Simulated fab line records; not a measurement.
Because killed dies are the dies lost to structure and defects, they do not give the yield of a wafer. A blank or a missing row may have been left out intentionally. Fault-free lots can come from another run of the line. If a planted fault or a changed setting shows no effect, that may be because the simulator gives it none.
fab line records | flow nandHarc
record: lots: 5 wafers: 15 lastDay: 23
route steps=1159 shown A_ZERO_WELL@412 A_SOURCE_PLATE@413 A_ONON_D1@424 A_CHANNEL_HOLE_D1@450 END@1159
lots with no fault: from the same line, run without faults
startH: hours from the record's opening day to when the first of the lot's shown wafers began | waitH: hours from the lot's prior step to this one | " as in the row above | L1.1+2: several wafers, shown together as one row | - either no value or no given start | * or withheld: withheld | < > ~ a bound
route shown NAME@n: NAME is a module with steps in the file, n the number in the route of the first one | usual: the fault-free wafers' mean and standard deviation | same: alike in all rows | chamber/n: place in a boat | sites: per-site readings | _std_site: standard deviation across them | _edge_site: outer sites' mean less inner sites' | radiusMm: how far each site lies from the wafer's centre | mask NAME#n: copy n | behind: the most recent tool/chamber to have shaped the wafer | hold: what put the lot on hold/how long, in hours/how the hold closed | device: whichever transistor did not switch (one of n, p or np) | end of line: the same wafers' tests at the end of the route | for a step that has no rows: nothing shown but its recipe | killed: the dies lost at the first sort to structure and to defects; this is not the yield of the wafer | map: a wafer's dies, marking killed ones x, the rest . and places with no die _
set.NAME: the setting as run; set.NAME@STEP: as run at that earlier step | model.NAME: the simulator's own value behind a step, which no gauge read
lots at some steps of the route; a table a step, a row a wafer
services: from which hour (startH, from the record's first day; less than 0 if before it) a tool's chamber was out of use, for how many hours, and why
== steps ==
step: NHARC_A_ZERO_WELL_INSPECT_17
usual: rawDefectCount: 10/5.4
columns lot.wafer tool chamber startH waitH rawDefectCount
L909.3 defectInspect-01 - 144.98 0.1 9
L909.4 " - " " 4
L909.6 " - " " 3
L910.2 defectInspect-02 - 147.89 0.1 10
L910.4 " - " " 11
L910.5 " - " " 8
L912.1 defectInspect-02 - 151.17 0.2 5
L912.4 " - " " 6
L912.6 " - " " 6
L913.1 defectInspect-01 - 152.79 0.2 3
L913.4 " - " " 8
L913.6 " - " " 5
L926.1 defectInspect-02 - 233.42 0.2 4
L926.5 " - " " 7
L926.6 " - " " 7
step: NHARC_A_SOURCE_PLATE_PRECLEAN_00
recipe: timeS: 60 chemistry: HF-LAST
step: NHARC_A_SOURCE_PLATE_SRD_01
step: NHARC_A_SOURCE_PLATE_OXIDE_02
recipe: targetThkA: 100 tempC: 900 oxTimeS: 1362 material: SiO2
step: NHARC_A_SOURCE_PLATE_THK_MEAS_09
recipe: thkMeasGauge: ellipsometry
usual: thkNm: 9.6/0.93
columns lot.wafer tool chamber startH waitH thkNm
L910.2 filmMetro-02 - 153.31 0.4 9.2
L910.4 " - " " 10.7
L910.5 " - " " 9.1
L909.3 filmMetro-01 - 153.31 0.4 9.4
L909.4 " - " " 9.2
L909.6 " - " " 10.1
L912.1 filmMetro-02 - 158.57 0.4 10.1
L912.4 " - " " 10.9
L912.6 " - " " 8.5
L913.1 filmMetro-01 - 158.59 0.4 8.7
L913.4 " - " " 10.5
L913.6 " - " " 9.9
L926.1 filmMetro-02 - 240.44 0.4 10.1
L926.5 " - " " 9.8
L926.6 " - " " 9.6
step: NHARC_A_SOURCE_PLATE_PVD_04
recipe: targetThkA: 500 material: WSi2
step: NHARC_A_SOURCE_PLATE_CVD_03
recipe: targetThkA: 2000 tempC: 620 pressureMtorr: 200 timeS: 4000 material: poly-Si
step: NHARC_A_SOURCE_PLATE_ANNEAL_05
recipe: tempC: 850 timeS: 1800
step: NHARC_A_SOURCE_PLATE_THK_MEAS_06
recipe: thkMeasGauge: ellipsometry
usual: thkNm: 201.1/2.3
columns lot.wafer tool chamber startH waitH thkNm
L910.2 filmMetro-01 - 169.30 0.4 204.0
L910.4 " - " " 202.6
L910.5 " - " " 204.5
L909.3 filmMetro-02 - 169.30 0.4 202.4
L909.4 " - " " 202.3
L909.6 " - " " 206.7
L912.1 filmMetro-01 - 169.31 0.4 201.4
L912.4 " - " " 202.8
L912.6 " - " " 201.6
L913.1 filmMetro-02 - 169.33 0.4 201.6
L913.4 " - " " 202.0
L913.6 " - " " 202.8
L926.1 filmMetro-01 - 253.20 0.4 198.0
L926.5 " - " " 197.4
L926.6 " - " " 197.2
step: NHARC_A_SOURCE_PLATE_INSPECT_08
usual: rawDefectCount: 63/23
columns lot.wafer tool chamber startH waitH rawDefectCount
L910.2 defectInspect-02 - 169.37 0.0 87
L910.4 " - " " 73
L910.5 " - " " 58
L909.3 defectInspect-01 - 169.39 0.0 52
L909.4 " - " " 25
L909.6 " - " " 34
L913.1 defectInspect-02 - 169.39 0.0 106
L913.4 " - " " 94
L913.6 " - " " 82
L912.1 defectInspect-01 - 169.41 0.0 53
L912.4 " - " " 65
L912.6 " - " " 41
L926.1 defectInspect-02 - 253.30 0.0 116
L926.5 " - " " 83
L926.6 " - " " 46
step: NHARC_A_ONON_D1_DEP_00
recipe: targetThkA: 10000 n2FlowSccm: 2750 n2oFlowSccm: 2000 nh3FlowSccm: 500 sih4FlowSccm: 210 tempC: 400
usual: susceptorTempC: 399.97/0.23
columns lot.wafer tool chamber startH waitH susceptorTempC
L913.1 pecvdOnon-02 0 169.46 0.1 399.80
L913.4 " 0 " " 399.95
L913.6 " 0 " " 399.95
L910.2 pecvdOnon-03 0 169.49 0.1 400.00
L910.4 " 0 " " 400.04
L910.5 " 0 " " 399.93
L909.3 pecvdOnon-01 0 169.59 0.2 399.58
L909.4 " 0 " " 399.60
L909.6 " 0 " " 399.86
L912.1 pecvdOnon-03 0 169.78 0.4 399.48
L912.4 " 0 " " 399.96
L912.6 " 0 " " 400.39
L926.1 pecvdOnon-01 0 253.37 0.1 399.71
L926.5 " 0 " " 400.05
L926.6 " 0 " " 399.94
step: NHARC_A_ONON_D1_THK_MEAS_02
recipe: thkMeasGauge: ellipsometry
usual: thkNm: 1003/9.9
columns lot.wafer tool chamber startH waitH thkNm
L910.2 filmMetro-01 - 169.94 - 1014
L910.4 " - " " 1012
L910.5 " - " " 1011
L913.1 filmMetro-02 - 169.97 - 1019
L913.4 " - " " 1018
L913.6 " - " " 1017
L909.3 filmMetro-01 - 169.98 - 999
L909.4 " - " " 1000
L909.6 " - " " 1001
L912.1 filmMetro-02 - 170.29 - 1009
L912.4 " - " " 1010
L912.6 " - " " 1009
L926.1 filmMetro-01 - 253.88 - 1003
L926.5 " - " " 1002
L926.6 " - " " 1002
step: NHARC_A_ONON_D1_DEP_03
recipe: targetThkA: 10000 n2FlowSccm: 2750 n2oFlowSccm: 2000 nh3FlowSccm: 500 sih4FlowSccm: 210 tempC: 400
step: NHARC_A_ONON_D1_THK_MEAS_05
recipe: thkMeasGauge: ellipsometry
usual: thkNm: 995/8.3
columns lot.wafer tool chamber startH waitH thkNm
L910.2 filmMetro-02 - 170.50 - 1002
L910.4 " - " " 1002
L910.5 " - " " 1002
L913.1 filmMetro-02 - 170.53 - 996
L913.4 " - " " 994
L913.6 " - " " 994
L909.3 filmMetro-01 - 170.64 - 987
L909.4 " - " " 988
L909.6 " - " " 987
L912.1 filmMetro-02 - 170.85 - 995
L912.4 " - " " 997
L912.6 " - " " 996
L926.1 filmMetro-01 - 254.45 - 1000
L926.5 " - " " 999
L926.6 " - " " 1001
step: NHARC_A_ONON_D1_DEP_06
recipe: targetThkA: 10000 n2FlowSccm: 2750 n2oFlowSccm: 2000 nh3FlowSccm: 500 sih4FlowSccm: 210 tempC: 400
step: NHARC_A_ONON_D1_THK_MEAS_08
recipe: thkMeasGauge: ellipsometry
usual: thkNm: 1000/9.8
columns lot.wafer tool chamber startH waitH thkNm
L910.2 filmMetro-01 - 171.07 - 1005
L910.4 " - " " 1005
L910.5 " - " " 1005
L913.1 filmMetro-01 - 171.13 - 1011
L913.4 " - " " 1011
L913.6 " - " " 1011
L909.3 filmMetro-02 - 171.21 - 987
L909.4 " - " " 987
L909.6 " - " " 989
L912.1 filmMetro-02 - 171.42 - 1010
L912.4 " - " " 1012
L912.6 " - " " 1011
L926.1 filmMetro-02 - 255.02 - 1006
L926.5 " - " " 1006
L926.6 " - " " 1007
step: NHARC_A_ONON_D1_DEP_09
recipe: targetThkA: 10000 n2FlowSccm: 2750 n2oFlowSccm: 2000 nh3FlowSccm: 500 sih4FlowSccm: 210 tempC: 400
step: NHARC_A_ONON_D1_THK_MEAS_11
recipe: thkMeasGauge: ellipsometry
usual: thkNm: 1001/9.9
columns lot.wafer tool chamber startH waitH thkNm
L910.2 filmMetro-02 - 171.63 - 1011
L910.4 " - " " 1009
L910.5 " - " " 1012
L913.1 filmMetro-01 - 171.69 - 1025
L913.4 " - " " 1026
L913.6 " - " " 1027
L909.3 filmMetro-02 - 171.78 - 1008
L909.4 " - " " 1011
L909.6 " - " " 1010
L912.1 filmMetro-01 - 171.99 - 1007
L912.4 " - " " 1005
L912.6 " - " " 1005
L926.1 filmMetro-02 - 255.61 - 998
L926.5 " - " " 997
L926.6 " - " " 996
step: NHARC_A_ONON_D1_DEP_12
recipe: targetThkA: 10000 n2FlowSccm: 2750 n2oFlowSccm: 2000 nh3FlowSccm: 500 sih4FlowSccm: 210 tempC: 400
step: NHARC_A_ONON_D1_THK_MEAS_14
recipe: thkMeasGauge: ellipsometry
usual: thkNm: 998/9.6
columns lot.wafer tool chamber startH waitH thkNm
L910.2 filmMetro-02 - 172.20 - 988
L910.4 " - " " 989
L910.5 " - " " 988
L913.1 filmMetro-01 - 172.27 - 993
L913.4 " - " " 994
L913.6 " - " " 993
L909.3 filmMetro-02 - 172.34 - 997
L909.4 " - " " 996
L909.6 " - " " 995
L912.1 filmMetro-02 - 172.56 - 1015
L912.4 " - " " 1016
L912.6 " - " " 1016
L926.1 filmMetro-02 - 256.18 - 997
L926.5 " - " " 997
L926.6 " - " " 997
step: NHARC_A_ONON_D1_ANNEAL_15
recipe: tempC: 750 timeS: 3600
step: NHARC_A_ONON_D1_DEP_16
recipe: targetThkA: 10000 n2FlowSccm: 2750 n2oFlowSccm: 2000 nh3FlowSccm: 500 sih4FlowSccm: 210 tempC: 400
step: NHARC_A_ONON_D1_THK_MEAS_18
recipe: thkMeasGauge: ellipsometry
usual: thkNm: 996/10
columns lot.wafer tool chamber startH waitH thkNm
L910.2 filmMetro-01 - 181.89 - 987
L910.4 " - " " 988
L910.5 " - " " 986
L909.3 filmMetro-02 - 181.89 - 1005
L909.4 " - " " 1004
L909.6 " - " " 1006
L913.1 filmMetro-02 - 182.11 - 988
L913.4 " - " " 987
L913.6 " - " " 985
L912.1 filmMetro-02 - 182.24 - 998
L912.4 " - " " 997
L912.6 " - " " 998
L926.1 filmMetro-01 - 263.27 - 1004
L926.5 " - " " 1005
L926.6 " - " " 1003
step: NHARC_A_ONON_D1_DEP_19
recipe: targetThkA: 10000 n2FlowSccm: 2750 n2oFlowSccm: 2000 nh3FlowSccm: 500 sih4FlowSccm: 210 tempC: 400
step: NHARC_A_ONON_D1_THK_MEAS_21
recipe: thkMeasGauge: ellipsometry
usual: thkNm: 998/12
columns lot.wafer tool chamber startH waitH thkNm
L910.2 filmMetro-02 - 182.46 - 983
L910.4 " - " " 982
L910.5 " - " " 981
L909.3 filmMetro-01 - 182.59 - 991
L909.4 " - " " 991
L909.6 " - " " 988
L913.1 filmMetro-02 - 182.68 - 993
L913.4 " - " " 994
L913.6 " - " " 996
L912.1 filmMetro-01 - 182.81 - 991
L912.4 " - " " 989
L912.6 " - " " 990
L926.1 filmMetro-02 - 263.84 - 992
L926.5 " - " " 993
L926.6 " - " " 991
step: NHARC_A_ONON_D1_DEP_22
recipe: targetThkA: 10000 n2FlowSccm: 2750 n2oFlowSccm: 2000 nh3FlowSccm: 500 sih4FlowSccm: 210 tempC: 400
step: NHARC_A_ONON_D1_THK_MEAS_24
recipe: thkMeasGauge: ellipsometry
usual: thkNm: 999/10
columns lot.wafer tool chamber startH waitH thkNm
L910.2 filmMetro-02 - 183.03 - 1007
L910.4 " - " " 1007
L910.5 " - " " 1008
L909.3 filmMetro-01 - 183.17 - 999
L909.4 " - " " 1000
L909.6 " - " " 1001
L913.1 filmMetro-02 - 183.29 - 1002
L913.4 " - " " 1002
L913.6 " - " " 1003
L912.1 filmMetro-01 - 183.38 - 1000
L912.4 " - " " 999
L912.6 " - " " 999
L926.1 filmMetro-02 - 264.41 - 1005
L926.5 " - " " 1006
L926.6 " - " " 1007
step: NHARC_A_ONON_D1_DEP_25
recipe: targetThkA: 10000 n2FlowSccm: 2750 n2oFlowSccm: 2000 nh3FlowSccm: 500 sih4FlowSccm: 210 tempC: 400
step: NHARC_A_ONON_D1_THK_MEAS_27
recipe: thkMeasGauge: ellipsometry
usual: thkNm: 998/12
columns lot.wafer tool chamber startH waitH thkNm
L910.2 filmMetro-01 - 183.59 - 988
L910.4 " - " " 986
L910.5 " - " " 985
L909.3 filmMetro-02 - 183.73 - 991
L909.4 " - " " 991
L909.6 " - " " 990
L913.1 filmMetro-02 - 183.85 - 980
L913.4 " - " " 980
L913.6 " - " " 979
L912.1 filmMetro-01 - 183.95 - 990
L912.4 " - " " 989
L912.6 " - " " 992
L926.1 filmMetro-01 - 264.98 - 1021
L926.5 " - " " 1022
L926.6 " - " " 1019
step: NHARC_A_ONON_D1_DEP_28
recipe: targetThkA: 10000 n2FlowSccm: 2750 n2oFlowSccm: 2000 nh3FlowSccm: 500 sih4FlowSccm: 210 tempC: 400
step: NHARC_A_ONON_D1_THK_MEAS_30
recipe: thkMeasGauge: ellipsometry
usual: thkNm: 1002/10
columns lot.wafer tool chamber startH waitH thkNm
L910.2 filmMetro-01 - 184.17 - 993
L910.4 " - " " 993
L910.5 " - " " 992
L909.3 filmMetro-01 - 184.29 - 998
L909.4 " - " " 1000
L909.6 " - " " 998
L913.1 filmMetro-02 - 184.42 - 997
L913.4 " - " " 993
L913.6 " - " " 996
L912.1 filmMetro-01 - 184.52 - 985
L912.4 " - " " 982
L912.6 " - " " 985
L926.1 filmMetro-02 - 265.56 - 992
L926.5 " - " " 993
L926.6 " - " " 991
step: NHARC_A_ONON_D1_DEP_33
recipe: targetThkA: 2000 tempC: 400 pressureTorr: 6.5 rfW: 900 teosFlowSccm: 161.4 flowSccm: 2650 targetThkNm: 200 gas: O2 material: SiO2
usual: heaterPowerW: 582/110 susceptorTempC: 399.95/0.2 throttleValvePct: 15.9/0.42
columns lot.wafer tool chamber startH waitH heaterPowerW susceptorTempC throttleValvePct
L910.2 pecvd-04 0 184.27 0.1 746 399.72 16.3
L910.4 " 2 " " 676 399.85 15.9
L910.5 " 1 " " 648 399.80 15.7
L909.3 pecvd-01 2 184.54 0.3 692 400.23 15.5
L909.4 " 0 " " 408 400.01 15.6
L909.6 " 1 " " 597 399.84 16.0
L913.1 pecvd-04 0 184.58 0.2 710 400.15 16.1
L913.6 " 2 " " 739 399.63 15.9
L913.4 " 0 " " 701 400.01 16.0
L912.1 pecvd-02 0 184.67 0.1 498 399.77 16.3
L912.6 " 1 " " 464 400.01 16.6
L912.4 " 0 " " 498 399.87 16.5
L926.1 pecvd-04 2 265.74 0.2 688 400.11 15.4
L926.6 " 1 " " 661 400.12 15.7
L926.5 " 2 " " 703 400.27 15.6
step: NHARC_A_ONON_D1_THK_MEAS_34
recipe: thkMeasGauge: ellipsometry
usual: thkNm: 200.5/2.7
columns lot.wafer tool chamber startH waitH thkNm
L910.2 filmMetro-02 - 184.63 - 196.3
L910.4 " - " " 200.0
L910.5 " - " " 202.8
L909.3 filmMetro-02 - 184.87 - 199.7
L909.4 " - " " 204.1
L909.6 " - " " 199.3
L913.1 filmMetro-02 - 184.91 - 197.4
L913.4 " - " " 201.4
L913.6 " - " " 198.2
L912.1 filmMetro-02 - 184.99 - 199.4
L912.4 " - " " 204.8
L912.6 " - " " 204.7
L926.1 filmMetro-01 - 266.22 0.4 197.7
L926.5 " - " " 202.5
L926.6 " - " " 201.5
step: NHARC_A_CHANNEL_HOLE_D1_DEP_00
recipe: targetThkA: 31000 tempC: 400 material: aC
usual: susceptorTempC: 399.96/0.18 throttleValvePct: 35.000/0.0098
columns lot.wafer tool chamber startH waitH susceptorTempC throttleValvePct
L910.2 aclDep-01 0 186.78 2.1 - 34.998
L910.4 " 0 " " - 35.019
L910.5 " 0 " " - 34.983
L909.3 aclDep-03 0 187.16 2.2 - 34.993
L909.4 " 0 " " - 34.992
L909.6 " 0 " " - 34.996
L913.1 aclDep-02 0 187.81 2.8 400.00 35.013
L913.4 " 0 " " 399.77 34.983
L913.6 " 0 " " 400.03 35.003
L912.1 aclDep-01 0 188.34 3.3 400.05 34.994
L912.4 " 0 " " 400.10 34.991
L912.6 " 0 " " 400.15 35.007
L926.1 aclDep-03 0 267.50 1.2 399.80 34.993
L926.5 " 0 268.79 2.5 400.16 35.000
L926.6 " 0 " " 399.65 35.001
step: NHARC_A_CHANNEL_HOLE_D1_DEP_01
recipe: targetThkA: 1400 targetThkNm: 140 tempC: 400 pressureTorr: 3.5 flowSccm: 200 rfW: 350 material: SiON
usual: heaterPowerW: 809/100 susceptorTempC: 399.98/0.22
columns lot.wafer tool chamber startH waitH heaterPowerW susceptorTempC
L910.2 pecvd-03 2 188.39 1.3 864 399.72
L910.4 " 0 " " 742 399.71
L910.5 " 1 " " 886 399.78
L909.3 pecvd-04 2 188.44 1.0 955 400.47
L909.4 " 2 " " 947 400.36
L909.6 " 1 " " 876 399.69
L913.1 pecvd-01 2 189.79 1.7 754 399.47
L913.4 " 0 " " 616 400.06
L913.6 " 1 " " 799 399.80
L912.1 pecvd-03 0 190.29 1.6 809 399.98
L912.6 " 1 " " 809 399.68
L912.4 " 2 " " 835 399.80
L926.1 pecvd-04 2 269.45 1.6 770 400.07
L926.5 " 2 " " 815 400.02
L926.6 " 1 " " 820 400.23
step: NHARC_A_CHANNEL_HOLE_D1_DEHYDRATE_02
recipe: tempC: 150 timeS: 120
step: NHARC_A_CHANNEL_HOLE_D1_HMDS_03
recipe: timeS: 30
step: NHARC_END_SORT_01
recipe: tempC: 25
usual: killedAtArray: 29/11 killedAtOther: 0.6/0.75 killedAtPeriphery: 3.1/2.1 killedDies: 32/11 killedOpen: 3.0/1.8 killedShort: 1.8/1.3
same: grossDies: 677
columns lot.wafer tool chamber startH waitH killedAtArray killedAtOther killedAtPeriphery killedDies killedOpen killedShort
L926.1 prober-02 0 542.60 2.5 67 0 1 68 1 1
L926.5 prober-02 0 545.78 3.7 72 0 1 73 0 5
L926.6 prober-02 0 546.58 4.0 69 0 4 73 6 3
killed by level:class
L926.1 A_ONON_D1:unspecified=43 A_CHANNEL_HOLE_D1:chamberFilmFlake=15 A_STAIRCASE:chamberFilmFlake=4 A_CONTACT:chamberFilmFlake=2 A_SOURCE_PLATE:geometricParticle:short=1 A_CONTACT:geometricParticle:open=1 P_GATE:chamberFilmFlake=1 A_WL_FILL:chamberFilmFlake=1
L926.5 A_ONON_D1:unspecified=43 A_CHANNEL_HOLE_D1:chamberFilmFlake=12 A_STAIRCASE:chamberFilmFlake=6 A_CONTACT:chamberFilmFlake=3 A_CHANNEL_HOLE_D1:geometricParticle:short=2 A_M0:chamberFilmFlake=2 P_GATE:geometricParticle:short=1 A_SOURCE_PLATE:geometricParticle:short=1
L926.6 A_ONON_D1:unspecified=39 A_CHANNEL_HOLE_D1:chamberFilmFlake=17 A_STAIRCASE:chamberFilmFlake=4 P_GATE:geometricParticle:short=1 P_CONTACT:geometricParticle:open=1 P_M0:geometricParticle:open=1 A_SOURCE_PLATE:geometricParticle:open=1 A_SOURCE_PLATE:geometricParticle:short=1
map L926.5 (x killed, . not)
____________.____________
_________......._________
_______..........._______
______.............______
_____..............._____
____.................____
____.................____
___..................x___
___...x..............x___
__.......x..........xxx__
__...................xx__
_............x.....xxxxx_
_...................xxxx_
_.........x.........xxxx_
_..............x...xxxxx_
_..................xxxxx_
xx.........x......xxxxxxx
....................x.xxx
.......................xx
.......................xx
.................x......x
_............x.........._
_......................._
_...............x......._
_......................._
_......x................_
__.....................__
__.....................__
___...................___
___...................___
____..x..............____
____.........xxxx....____
_____.........x....._____
______.....x..xx...______
_______.......xx.._______
_________..x.xxx_________
____________.____________
map L909.4 (x killed, . not)
____________.____________
_________......._________
_______..........._______
______..........x..______
_____..............._____
____.................____
____.................____
___...................___
___...................___
__.....................__
__.......x.............__
_......................._
_......................._
_......................._
_...............x......._
_......................._
......x..................
.........................
.........................
.........................
......x.xx...............
_.....x........x........_
_...............x......._
_x......................_
_......................._
_...x..................._
__.....................__
__.....................__
___.............x.....___
___...................___
____..............x..____
____.................____
_____..............._____
______..x..........______
_______..........._______
_________......x_________
____________.____________
== services ==
columns tool chamber startH hours kind
pecvdOnon-03 - 153.26 13.0 pm
pecvd-02 - 153.44 13.0 pm
pecvd-02 0 153.44 13.0 ventCycle
pecvd-01 2 157.18 8.7 repair
pecvd-01 - 167.42 7.7 repair
aclDep-02 - 167.71 13.0 pm
pecvd-04 - 195.00 13.0 pm
pecvd-04 0 195.00 13.0 ventCycle
pecvd-04 1 195.00 13.0 ventCycle
pecvd-04 2 195.00 13.0 ventCycle
pecvdOnon-01 - 195.07 13.0 pm
pecvd-04 0 208.00 - clean
pecvd-04 1 208.00 - clean
pecvd-04 2 208.00 - clean
pecvd-02 - 220.80 1.6 repair
aclDep-03 - 223.08 13.0 pm
pecvd-01 - 237.16 13.0 pm
pecvd-01 0 237.16 13.0 ventCycle
pecvd-01 1 237.16 13.0 ventCycle
pecvd-01 2 237.16 13.0 ventCycle
pecvd-01 0 250.16 - clean
pecvd-01 1 250.16 - clean
pecvd-01 2 250.16 - clean
pecvd-04 0 261.68 21.4 repair
== key ==
firstSign: step: NHARC_END_SORT_01 reading: killedAtArray direction: up sigmas: 3.8 usual: 29 struck: 69
effect: step: NHARC_END_SORT_01 reading: killedDies direction: up sigmas: 3.5 usual: 32 struck: 71
moreKillsBornAt: NHARC_A_ONON_D1_DEP_00@pecvdOnon-01: 125
metAt NHARC_A_ONON_D1_DEP_00
struckWafers L926.1,L926.5,L926.6
testerLeftOut L926
onsetBetween 169.59 253.37
alsoFits time
fault: kind: chamberParticleSource tool: pecvdOnon-01 chamber: - onsetH: 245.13 steps: NHARC_A_ONON_D1_DEP_00 ratePerVisitCm2: 1.2041 endH: 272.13
testerLeftOut: of these lots the tester's yield and bins aren't shown, on N5 and GAA mostly nor the transistor test; their killed dies are dies lost to structure and defects alone, not to doping, threshold or leakage, so they don't give the yield
